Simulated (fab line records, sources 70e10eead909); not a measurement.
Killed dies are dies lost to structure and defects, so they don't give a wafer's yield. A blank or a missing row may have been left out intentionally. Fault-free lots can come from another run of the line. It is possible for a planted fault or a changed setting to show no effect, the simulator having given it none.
Matching of chambers / flow nand_harc / NHARC_P_GATE_DESCUM_93 on rie_diel-10 has 4 sister chambers
The step chemistry O2, time 3 s. 16 wafers are shown with their chamber, then 8 later ones without.

== WAFERS, EACH WITH ITS CHAMBER ==
wafer=L699.1; chamber=0; drypump_motor_current_A (A)=5.5; oes_product_au (a.u.)=0.999; rf_vpp_V (V)=56.4
wafer=L699.2; chamber=2; drypump_motor_current_A (A)=6.1; oes_product_au (a.u.)=0.985; rf_vpp_V (V)=57.7
wafer=L699.4; chamber=3; drypump_motor_current_A (A)=5.6; oes_product_au (a.u.)=0.991; rf_vpp_V (V)=59.1
wafer=L703.1; chamber=1; drypump_motor_current_A (A)=6.0; oes_product_au (a.u.)=0.992; rf_vpp_V (V)=57.0
wafer=L703.2; chamber=3; drypump_motor_current_A (A)=5.6; oes_product_au (a.u.)=1.003; rf_vpp_V (V)=58.6
wafer=L703.6; chamber=0; drypump_motor_current_A (A)=5.5; oes_product_au (a.u.)=0.992; rf_vpp_V (V)=57.6
wafer=L705.3; chamber=0; drypump_motor_current_A (A)=5.5; oes_product_au (a.u.)=1.006; rf_vpp_V (V)=56.5
wafer=L705.4; chamber=3; drypump_motor_current_A (A)=5.6; oes_product_au (a.u.)=0.989; rf_vpp_V (V)=57.8
wafer=L705.5; chamber=3; drypump_motor_current_A (A)=5.6; oes_product_au (a.u.)=0.999; rf_vpp_V (V)=58.2
wafer=L710.1; chamber=3; drypump_motor_current_A (A)=5.6; oes_product_au (a.u.)=0.983; rf_vpp_V (V)=57.8
wafer=L710.2; chamber=2; drypump_motor_current_A (A)=6.1; oes_product_au (a.u.)=0.993; rf_vpp_V (V)=57.5
wafer=L710.4; chamber=0; drypump_motor_current_A (A)=5.4; oes_product_au (a.u.)=0.995; rf_vpp_V (V)=57.7
wafer=L711.1; chamber=0; drypump_motor_current_A (A)=5.5; oes_product_au (a.u.)=0.998; rf_vpp_V (V)=59.5
wafer=L711.5; chamber=2; drypump_motor_current_A (A)=6.1; oes_product_au (a.u.)=0.989; rf_vpp_V (V)=59.8
wafer=L711.6; chamber=1; drypump_motor_current_A (A)=6.0; oes_product_au (a.u.)=1.001; rf_vpp_V (V)=58.0
wafer=L715.1; chamber=3; drypump_motor_current_A (A)=5.6; oes_product_au (a.u.)=0.988; rf_vpp_V (V)=58.5

SIGNATURES (averages over the wafers above)
reading=drypump_motor_current_A; chamber 0=5.480; chamber 1=6.000; chamber 2=6.100; chamber 3=5.600; scatter within a chamber=0.0258
reading=oes_product_au; chamber 0=0.99800; chamber 1=0.99650; chamber 2=0.98900; chamber 3=0.99217; scatter within a chamber=0.00619
reading=rf_vpp_V; chamber 0=57.540; chamber 1=57.500; chamber 2=58.333; chamber 3=58.333; scatter within a chamber=0.969
Rule: for a wafer and a chamber, the distance is found by dividing, reading by reading, the gap between the wafer's reading and the chamber's mean by the reading's scatter, squaring, summing and taking the root. The wafer belongs to the nearest chamber; if the next one is less than 2 further off, it can't be placed. How the scatter is found: for the shown wafers, subtract from each reading the mean of its chamber, square and add these, divide the total by (wafers less chambers), then take the root.

== WAFERS WHOSE CHAMBER IS MISSING ==
wafer=L715.2; drypump_motor_current_A (A)=6.1; oes_product_au (a.u.)=0.999; rf_vpp_V (V)=57.2
wafer=L715.4; drypump_motor_current_A (A)=5.4; oes_product_au (a.u.)=0.992; rf_vpp_V (V)=57.4
wafer=L716.3; drypump_motor_current_A (A)=6.0; oes_product_au (a.u.)=1.002; rf_vpp_V (V)=56.7
wafer=L716.4; drypump_motor_current_A (A)=6.1; oes_product_au (a.u.)=1.000; rf_vpp_V (V)=58.2
wafer=L716.5; drypump_motor_current_A (A)=6.1; oes_product_au (a.u.)=1.005; rf_vpp_V (V)=54.7
wafer=L718.2; drypump_motor_current_A (A)=6.1; oes_product_au (a.u.)=0.993; rf_vpp_V (V)=57.3
wafer=L718.3; drypump_motor_current_A (A)=5.6; oes_product_au (a.u.)=0.993; rf_vpp_V (V)=59.4
wafer=L718.4; drypump_motor_current_A (A)=5.5; oes_product_au (a.u.)=0.983; rf_vpp_V (V)=57.2

== WHICH CHAMBER EACH ONE RAN IN ==
wafer=L715.2; from the rows above=can't be placed: 2 or 1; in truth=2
wafer=L715.4; from the rows above=0; in truth=0
wafer=L716.3; from the rows above=1; in truth=1
wafer=L716.4; from the rows above=2; in truth=2
wafer=L716.5; from the rows above=can't be placed: 2 or 1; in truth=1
wafer=L718.2; from the rows above=2; in truth=2
wafer=L718.3; from the rows above=3; in truth=3
wafer=L718.4; from the rows above=can't be placed: 0 or 3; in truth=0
Correctly placed: 5 of 8. Cannot be placed on the basis of these rows: 3; the candidates contain the true chamber in 3. 0 placed wrongly.
